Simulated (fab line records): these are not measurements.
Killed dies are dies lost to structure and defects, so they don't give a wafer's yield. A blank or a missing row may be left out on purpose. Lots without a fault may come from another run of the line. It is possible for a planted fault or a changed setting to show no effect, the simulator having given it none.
fab line records ; flow n5Finfet
[record] lots = 7; wafers = 21
route steps=1938 shown BEOL_M0_SAQP@694 BEOL_M3@957 BEOL_M4@1024
startH: hours from the record's first day to the start of the lot's first wafer shown ; waitH: how many hours have passed since the lot's step before this one ; " as in the row above ; L1.1+2: a row that stands for several wafers ; - no value present, or no start provided ; * or withheld: withheld ; < > ~ a bound
route shown NAME@n: NAME is a module with steps in the file, n the number in the route of the first one ; usual: the fault-free wafers' mean and standard deviation ; same: alike in all rows ; chamber/n: place in a boat ; sites: per-site readings ; _std_site: standard deviation of those values ; _edge_site: inner sites' mean taken away from outer sites' mean ; radiusMm: for every site, how far away it sits from the centre of the wafer ; mask NAME#n: copy n ; behind: the last tool/chamber to shape the wafer ; hold: what put the lot on hold/how long, in hours/how the hold closed ; device: the transistor (n, p or np) that didn't switch ; end of line: the route-end tests of the same wafers ; where a step has no rows: the recipe by itself ; killed: count of dies lost to structure and defects at first sort (not the wafer's yield) ; map: per-die view of a wafer (x killed, . not killed, _ where there is no die)
set.NAME: the setting the step ran with; set.NAME@STEP: the setting that earlier step ran with ; model.NAME: the simulator's own value behind a step, which no gauge read
lots run with intentionally changed settings; tables by step, rows by wafer
[[steps]]
[step N5_BEOL_M0_SAQP_ETCH_73]
[recipe] chemistry = CF4; target = SiARC; targetDepthA = 195; maskMaterial = CAR-EUV; timeS = 32.5; ionEnergyEv = 80; pressureMtorr = 40; sourceW = 545; biasW = 36; Ar_flow_sccm = 100; cf4FlowSccm = 100; ends = cleared
lot.wafer;tool;chamber;startH;waitH;set.cf4FlowSccm
L074.1+5;rieDiel-04;0,1;116.53;0.0;100
L074.2;rieDiel-04;3;116.53;0.0;109.1
L075.1+2+3;rieDiel-04;1,2,3;119.77;0.0;100
L077.1+3+5;rieDiel-02;1,2,2;131.61;0.0;100
L080.1+2+6;rieDiel-02;1,2,1;156.92;0.0;100
L088.1+2+4;rieDiel-04;3,2,1;202.04;0.0;100
L092.1+2+3;rieDiel-04;1,0,3;217.38;0.0;100
L093.1+2;rieDiel-04;3,1;225.64;0.0;85.95
L093.5;rieDiel-04;0;225.64;0.0;100
[step N5_BEOL_M0_SAQP_CUT_ETCH_46]
[recipe] chemistry = N2/H2; target = SOC; targetDepthA = 1350; overetchA = 270; tempC = 40; timeS = 202.5; ionEnergyEv = 200; maskMaterial = SiARC; pressureMtorr = 30; sourceW = 840; biasW = 150; n2FlowSccm = 200; h2FlowSccm = 200
lot.wafer;tool;chamber;startH;waitH;set.doseMj@BEOL_M0_SAQP_EXPOSE_37;model.BEOL_M0_SAQP.cdNm
L074.1;rieDiel-04;0;116.56;0.0;44.75;30
L074.2;rieDiel-04;3;116.56;0.0;46.31;31
L074.5;rieDiel-04;1;116.56;0.0;44.75;30.2
L075.1;rieDiel-04;1;119.80;0.0;44.75;30.4
L075.2;rieDiel-04;2;119.80;0.0;44.75;30
L075.3;rieDiel-04;3;119.80;0.0;44.75;29.8
L077.1;rieDiel-02;1;131.64;0.0;44.75;30.2
L077.3;rieDiel-02;2;131.64;0.0;45.74;30.2
L077.5;rieDiel-02;2;131.64;0.0;44.75;29.8
L080.1;rieDiel-02;1;156.96;0.0;44.75;30.2
L080.2;rieDiel-02;2;156.96;0.0;44.75;29.6
L080.6;rieDiel-02;1;156.96;0.0;42.06;29
L088.1;rieDiel-04;3;202.07;0.0;46.74;31.2
L088.2+4;rieDiel-04;2,1;202.07;0.0;44.75;30.4
L092.1;rieDiel-04;1;217.41;0.0;42.21;29.2
L092.2+3;rieDiel-04;0,3;217.41;0.0;44.75;30.2
L093.1+2;rieDiel-04;3,1;225.67;0.0;42.77;29.2
L093.5;rieDiel-04;0;225.67;0.0;42.77;29
[step N5_BEOL_M3_COAT_67]
[recipe] resist = SOC; tempC = 250; timeS = 60; spinRpm = 1500; resistThkNm = 60
lot.wafer;tool;chamber;startH;waitH;set.spinRpm;model.SOC_of_BEOL_M3_COAT_67.thkNm
L075.1;lithoTrack-02;0;162.68;0.0;1500;60
L075.2+3;lithoTrack-02;0;162.68;0.0;1500;59.8
L074.1;lithoTrack-02;0;163.02;0.0;1583;58
L074.2+5;lithoTrack-02;0;163.02;0.0;1500;59.8
L077.1;lithoTrack-05;0;167.50;0.0;1412;61.8
L077.3+5;lithoTrack-05;0;167.50;0.0;1500;60.2
L080.1+2;lithoTrack-05;0;189.40;0.0;1500;60.2
L080.6;lithoTrack-05;0;189.40;0.0;1500;60
L088.1;lithoTrack-05;0;234.91;0.0;1500;60
L088.2;lithoTrack-05;0;234.91;0.0;1500;59.8
L088.4;lithoTrack-05;0;234.91;0.0;1602;57.8
L092.1;lithoTrack-02;0;252.65;0.0;1500;60.2
L092.2+3;lithoTrack-02;0;252.65;0.0;1500;60
L093.1;lithoTrack-02;0;264.69;0.0;1500;60.2
L093.2;lithoTrack-02;0;264.69;0.0;1651;57.4
L093.5;lithoTrack-02;0;264.69;0.0;1500;60.6
[step N5_BEOL_M3_COAT_22]
[recipe] resist = CAR-EUV; spinRpm = 1500; resistThkNm = 30
lot.wafer;tool;chamber;startH;waitH;set.spinRpm;model.CAR-EUV_of_BEOL_M3_COAT_22.thkNm
L075.1+3;lithoTrack-02;0;-;-;1500;29.8
L075.2;lithoTrack-02;0;-;-;1500;30
L074.1;lithoTrack-02;0;-;-;1500;29.8
L074.2;lithoTrack-02;0;-;-;1500;30
L074.5;lithoTrack-02;0;-;-;1410;30.8
L077.1+3;lithoTrack-05;0;-;-;1635;28.8
L077.5;lithoTrack-05;0;-;-;1500;30
L080.1+2;lithoTrack-05;0;-;-;1347;31.6
L080.6;lithoTrack-05;0;-;-;1500;30
L088.1+2+4;lithoTrack-05;0;-;-;1500;30
L092.1+2+3;lithoTrack-02;0;-;-;1500;30
L093.1;lithoTrack-02;0;-;-;1563;29.4
L093.2+5;lithoTrack-02;0;-;-;1500;30
[step N5_BEOL_M3_EBR_24]
[recipe] solvent = PGMEA; ebrWidthMm = 1.5
[step N5_BEOL_M3_SOFTBAKE_23]
[recipe] tempC = 110; timeS = 60; resist = CAR-EUV
[step N5_BEOL_M3_ALD_98]
[recipe] material = SiO2; targetThkA = 25; tempC = 100; aldPrecursorFamily = BDEAS; aldCoReactant = O2-plasma; pulseTimeS = 1; coReactantPulseTimeS = 1; purgeTimeS = 2; coReactantPurgeTimeS = 2; aldCycles = 17; pressureTorr = 2
[step N5_BEOL_M3_ETCHBACK_99]
[recipe] chemistry = CHF3; target = SiO2; targetDepthA = 50; timeS = 10.4; sourceW = 215; biasW = 47; Ar_flow_sccm = 200; CHF3_flow_sccm = 12; ionEnergyEv = 100; pressureMtorr = 30
[step N5_BEOL_M3_ETCH_70]
[recipe] chemistry = N2/H2; target = SOC; targetDepthA = 800; overetchA = 160; maskMaterial = SiARC; tempC = 40; timeS = 120; ionEnergyEv = 200; pressureMtorr = 30; sourceW = 840; biasW = 150; n2FlowSccm = 200; h2FlowSccm = 200
lot.wafer;tool;chamber;startH;waitH;set.spinRpm@BEOL_M3_COAT_67;model.etch.depthNm
L075.1;rieDiel-04;1;165.27;0.0;1500;60.01
L075.2;rieDiel-04;2;165.27;0.0;1500;59.81
L075.3;rieDiel-04;0;165.27;0.0;1500;59.9
L074.1;rieDiel-04;0;165.75;0.0;1583;58.08
L074.2;rieDiel-04;2;165.75;0.0;1500;59.86
L074.5;rieDiel-04;3;165.75;0.0;1500;59.87
L077.1;rieDiel-02;2;174.16;0.0;1412;61.87
L077.3;rieDiel-02;0;174.16;0.0;1500;60.17
L077.5;rieDiel-02;2;174.16;0.0;1500;60.16
L080.1;rieDiel-02;1;190.30;0.0;1500;60.29
L080.2;rieDiel-02;2;190.30;0.0;1500;60.21
L080.6;rieDiel-02;0;190.30;0.0;1500;60.04
L088.1;rieDiel-02;2;237.85;0.0;1500;60.03
L088.2;rieDiel-02;0;237.85;0.0;1500;59.79
L088.4;rieDiel-02;2;237.85;0.0;1602;57.82
L092.1;rieDiel-04;2;254.69;0.0;1500;60.12
L092.2;rieDiel-04;0;254.69;0.0;1500;60.04
L092.3;rieDiel-04;3;254.69;0.0;1500;60.09
L093.1;rieDiel-02;1;271.76;0.0;1500;60.27
L093.2;rieDiel-02;0;271.76;0.0;1651;57.48
L093.5;rieDiel-02;0;271.76;0.0;1500;60.62
[step N5_BEOL_M4_HM_DEP_02]
[recipe] material = TiN; targetThkA = 200; tempC = 25; chamberPressurePa = 0.49996
lot.wafer;tool;chamber;startH;waitH;set.targetThkA;model.TiN_of_BEOL_M4_HM_DEP_02.thkNm
L074.1;pvdSputter-01;-;170.91;0.8;174.7;17.8
L074.2;pvdSputter-01;-;170.91;0.8;174.7;17.4
L074.5;pvdSputter-01;-;170.91;0.8;174.7;17.6
L075.1;pvdSputter-03;-;171.80;0.4;200;20
L075.2+3;pvdSputter-03;-;171.80;0.4;200;20.2
L077.1+3+5;pvdSputter-02;-;180.13;0.4;200;20.2
L080.1+6;pvdSputter-01;-;200.43;2.1;200;20
L080.2;pvdSputter-01;-;200.43;2.1;224.6;22.4
L088.1;pvdSputter-01;-;243.43;0.8;217.7;21.4
L088.2;pvdSputter-01;-;243.43;0.8;200;19.8
L088.4;pvdSputter-01;-;243.43;0.8;200;20
L092.1+3;pvdSputter-01;-;261.97;2.5;212.1;21
L092.2;pvdSputter-01;-;261.97;2.5;200;19.8
L093.1;pvdSputter-01;-;276.26;0.0;200;20.2
L093.2+5;pvdSputter-01;-;276.26;0.0;200;20
[step N5_BEOL_M4_COAT_61]
[recipe] resist = SOC; tempC = 250; timeS = 60; spinRpm = 1500; resistThkNm = 60
[step N5_BEOL_M4_COAT_62]
[recipe] resist = SiARC; tempC = 220; timeS = 60; spinRpm = 1500; resistThkNm = 12
[step N5_BEOL_M4_STRIP_75]
[recipe] chemistry = N2/H2; tempC = 40; n2FlowSccm = 200; h2FlowSccm = 200; rfFrequencyHz = 6e+07
[step N5_BEOL_M4_STRIP_66]
[recipe] chemistry = CF4; resist = SiARC; powerW = 300; biasPowerW = 75; pressureMtorr = 50; cf4FlowSccm = 150; rfFrequencyHz = 6e+07
[step N5_BEOL_M4_HM_OPEN_17]
[recipe] chemistry = Cl2/BCl3; targetDepthA = 200; overetchA = 60; target = TiN; maskMaterial = SOC; ionEnergyEv = 150; pressureMtorr = 10; icpW = 1000; biasW = 126; Cl2_flow_sccm = 53.25; bcl3FlowSccm = 21.75; Ar_flow_sccm = 25
lot.wafer;tool;chamber;startH;waitH;set.targetThkA@BEOL_M4_HM_DEP_02;model.etch.depthNm
L074.1;rieMetal-02;0;171.75;0.1;174.7;17.77
L074.2;rieMetal-02;1;171.75;0.1;174.7;17.44
L074.5;rieMetal-02;1;171.75;0.1;174.7;17.66
L075.1;rieMetal-03;1;172.57;0.0;200;20.1
L075.2;rieMetal-03;0;172.57;0.0;200;20.16
L075.3;rieMetal-03;0;172.57;0.0;200;20.19
L077.1;rieMetal-01;1;181.03;0.0;200;20.17
L077.3;rieMetal-01;0;181.03;0.0;200;20.24
L077.5;rieMetal-01;0;181.03;0.0;200;20.15
L080.1;rieMetal-03;1;201.24;0.0;200;19.95
L080.2;rieMetal-03;0;201.24;0.0;224.6;22.46
L080.6;rieMetal-03;0;201.24;0.0;200;20.04
L088.1;rieMetal-03;0;244.44;0.0;217.7;21.49
L088.2;rieMetal-03;1;244.44;0.0;200;19.71
L088.4;rieMetal-03;1;244.44;0.0;200;19.93
L092.1;rieMetal-01;0;263.08;0.0;212.1;21.06
L092.2;rieMetal-01;1;263.08;0.0;200;19.74
L092.3;rieMetal-01;1;263.08;0.0;212.1;20.93
L093.1;rieMetal-01;1;277.03;0.0;200;20.15
L093.2;rieMetal-01;0;277.03;0.0;200;20.08
L093.5;rieMetal-01;1;277.03;0.0;200;19.93
[step N5_BEOL_M4_TRENCH_ETCH_37]
[recipe] chemistry = C4F6/O2; targetDepthA = 555.55; target = SiOC; timeS = 29.2; ionEnergyEv = 250; pressureMtorr = 30; sourceW = 355; biasW = 185; Ar_flow_sccm = 300; C4F6_flow_sccm = 10; O2_flow_sccm = 10
lot.wafer;tool;chamber;startH;waitH;set.timeS;model.BEOL_M4.featureDepthNm;model.etch.depthNm
L074.1;rieDiel-03;2;-;-;29.2;55;54.93
L074.2;rieDiel-03;3;-;-;29.2;56;56.04
L074.5;rieDiel-03;3;-;-;26.17;49.6;49.67
L075.1;rieDiel-01;2;-;-;29.2;55.4;55.4
L075.2;rieDiel-01;3;-;-;29.2;55;55.01
L075.3;rieDiel-01;1;-;-;29.2;53.6;53.66
L077.1;rieDiel-05;1;-;-;29.2;55.4;55.31
L077.3;rieDiel-05;3;-;-;29.2;54.6;54.6
L077.5;rieDiel-05;0;-;-;29.2;53.4;53.43
L080.1;rieDiel-01;2;-;-;25.54;49.2;49.19
L080.2;rieDiel-01;0;-;-;25.54;49.2;49.13
L080.6;rieDiel-01;2;-;-;29.2;55.6;55.57
L088.1;rieDiel-03;3;-;-;33.49;64.2;64.13
L088.2;rieDiel-03;2;-;-;29.2;54.8;54.84
L088.4;rieDiel-03;0;-;-;29.2;56;56.04
L092.1;rieDiel-05;3;-;-;26.04;49.4;49.32
L092.2;rieDiel-05;2;-;-;26.04;48.6;48.65
L092.3;rieDiel-05;1;-;-;29.2;55.4;55.48
L093.1;rieDiel-03;1;-;-;29.2;54.4;54.33
L093.2;rieDiel-03;2;-;-;29.2;54;53.95
L093.5;rieDiel-03;2;-;-;29.2;53.2;53.28
[step N5_BEOL_M4_ETCH_41]
[recipe] chemistry = CH3F/O2; target = SiCN; targetDepthA = 299; taperDeg = 2; timeS = 52.5; ionEnergyEv = 120; maskMaterial = TiN; pressureMtorr = 30; sourceW = 395; biasW = 75; Ar_flow_sccm = 150; CH3F_flow_sccm = 30; O2_flow_sccm = 20
[step N5_BEOL_M4_STRIP_97]
[recipe] chemistry = N2/H2; timeS = 10; powerW = 450; tempC = 40; pressureMtorr = 20; rfFrequencyHz = 6e+07; biasPowerW = 7; n2FlowSccm = 200; h2FlowSccm = 200
[step N5_BEOL_M4_OCD_MEAS_38]
[usual] trenchDepthNm = 55.1/0.91
lot.wafer;tool;chamber;startH;waitH;set.timeS@BEOL_M4_TRENCH_ETCH_37;trenchDepthNm
L074.1;ocd-02;-;179.50;-;29.2;54.6
L074.2;ocd-02;-;179.50;-;29.2;55.5
L074.5;ocd-02;-;179.50;-;26.17;49.5
L075.1;ocd-01;-;179.55;-;29.2;55.7
L075.2;ocd-01;-;179.55;-;29.2;55.5
L075.3;ocd-01;-;179.55;-;29.2;53.6
L077.1;ocd-01;-;183.91;-;29.2;55.4
L077.3;ocd-01;-;183.91;-;29.2;54.7
L077.5;ocd-01;-;183.91;-;29.2;53.3
L080.1;ocd-02;-;206.04;-;25.54;48.4
L080.2;ocd-02;-;206.04;-;25.54;49.1
L080.6;ocd-02;-;206.04;-;29.2;55.3
L088.1;ocd-02;-;246.93;-;33.49;64.4
L088.2;ocd-02;-;246.93;-;29.2;54.5
L088.4;ocd-02;-;246.93;-;29.2;56.0
L092.1;ocd-02;-;268.48;-;26.04;49.7
L092.2;ocd-02;-;268.48;-;26.04;48.5
L092.3;ocd-02;-;268.48;-;29.2;55.2
L093.1;ocd-02;-;279.92;-;29.2;54.3
L093.2;ocd-02;-;279.92;-;29.2;53.9
L093.5;ocd-02;-;279.92;-;29.2;53.2
[[key]]
[split] step = N5_BEOL_M0_SAQP_ETCH_73; setting = cf4FlowSccm; stated = 100; by = wafer
response none clear
[split] step = N5_BEOL_M3_COAT_67; setting = spinRpm; stated = 1500; by = wafer
[response] step = N5_BEOL_M3_COAT_67; reading = model.SOC_of_BEOL_M3_COAT_67.thkNm; change = -0.3; per = 1%; r = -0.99
[response] step = N5_BEOL_M3_ETCH_70; reading = model.etch.depthNm; change = -0.301; per = 1%; r = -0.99
[split] step = N5_BEOL_M3_COAT_22; setting = spinRpm; stated = 1500; by = wafer
[response] step = N5_BEOL_M3_COAT_22; reading = model.CAR-EUV_of_BEOL_M3_COAT_22.thkNm; change = -0.147; per = 1%; r = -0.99
[split] step = N5_BEOL_M4_HM_DEP_02; setting = targetThkA; stated = 200; by = wafer
[response] step = N5_BEOL_M4_HM_DEP_02; reading = model.TiN_of_BEOL_M4_HM_DEP_02.thkNm; change = +0.188; per = 1%; r = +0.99
[response] step = N5_BEOL_M4_HM_OPEN_17; reading = model.etch.depthNm; change = +0.198; per = 1%; r = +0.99
[split] step = N5_BEOL_M4_TRENCH_ETCH_37; setting = timeS; stated = 29.2; by = wafer
[response] step = N5_BEOL_M4_TRENCH_ETCH_37; reading = model.BEOL_M4.featureDepthNm; change = +0.569; per = 1%; r = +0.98
[response] step = N5_BEOL_M4_TRENCH_ETCH_37; reading = model.etch.depthNm; change = +0.567; per = 1%; r = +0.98
[response] step = N5_BEOL_M4_OCD_MEAS_38; reading = trenchDepthNm; change = +0.566; per = 1%; r = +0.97
split outsideThisFile step=N5_BEOL_M0_SAQP_EXPOSE_37 setting=doseMj
// split outsideThisFile: this setting was split too, and the file shows its column; the key of that split is in another file
